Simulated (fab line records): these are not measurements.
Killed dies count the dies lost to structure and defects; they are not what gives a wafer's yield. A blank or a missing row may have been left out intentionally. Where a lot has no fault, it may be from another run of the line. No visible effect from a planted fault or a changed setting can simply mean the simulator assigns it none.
Chamber matching    flow n5_finfet    N5_FIN_SAQP_ETCH_69 on rie_diel-04 has 4 sister chambers
The step etches SOC in N2/H2, stops on SiNx, target depth 150 nm. 8 wafers are shown with their chamber, then 10 later ones without.

WAFERS WITH THEIR CHAMBER
wafer   chamber  drypump_motor_current_A (A)  showerhead_plenum_p_Torr (Torr)
L078.4  0        5.9                          2.44
L078.6  0        5.8                          2.44
L081.2  3        5.6                          2.44
L091.1  1        5.3                          2.61
L091.3  3        5.6                          2.43
L091.4  2        4.8                          2.48
L092.2  1        5.3                          2.61
L092.5  2        4.8                          2.48

WAFERS WHOSE CHAMBER IS MISSING
wafer   drypump_motor_current_A (A)  showerhead_plenum_p_Torr (Torr)
L092.6  5.3                          2.61
L095.2  5.3                          2.61
L095.4  4.8                          2.48
L095.5  5.6                          2.43
L097.1  5.3                          2.61
L097.2  5.6                          2.42
L097.3  4.8                          2.47
L097.4  5.9                          2.42
L097.5  5.8                          2.42
L097.6  5.3                          2.61

WHICH CHAMBER EACH WENT THROUGH
wafer   from the rows above      in truth
L092.6  1                        1
L095.2  1                        1
L095.4  2                        2
L095.5  3                        3
L097.1  1                        1
L097.2  3                        3
L097.3  2                        2
L097.4  0                        0
L097.5  can't be placed: 0 or 3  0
L097.6  1                        1
9 of 10 placed correctly. These rows do not allow placing 1 (true chamber among the candidates in 1). Number placed wrongly: 0.
How it was worked out, from the rows above alone: a wafer's distance from a chamber is the root of the sum, over the readings, of the square of ((its reading less the chamber's mean) divided by the reading's scatter). If the next closest chamber is less than 2 further off than the closest, the wafer can't be placed; otherwise it belongs to the closest. A chamber's mean is the mean of its shown wafers. How the scatter is found: for the shown wafers, subtract from each reading the mean of its chamber, square and add these, divide the total by (wafers less chambers), then take the root.
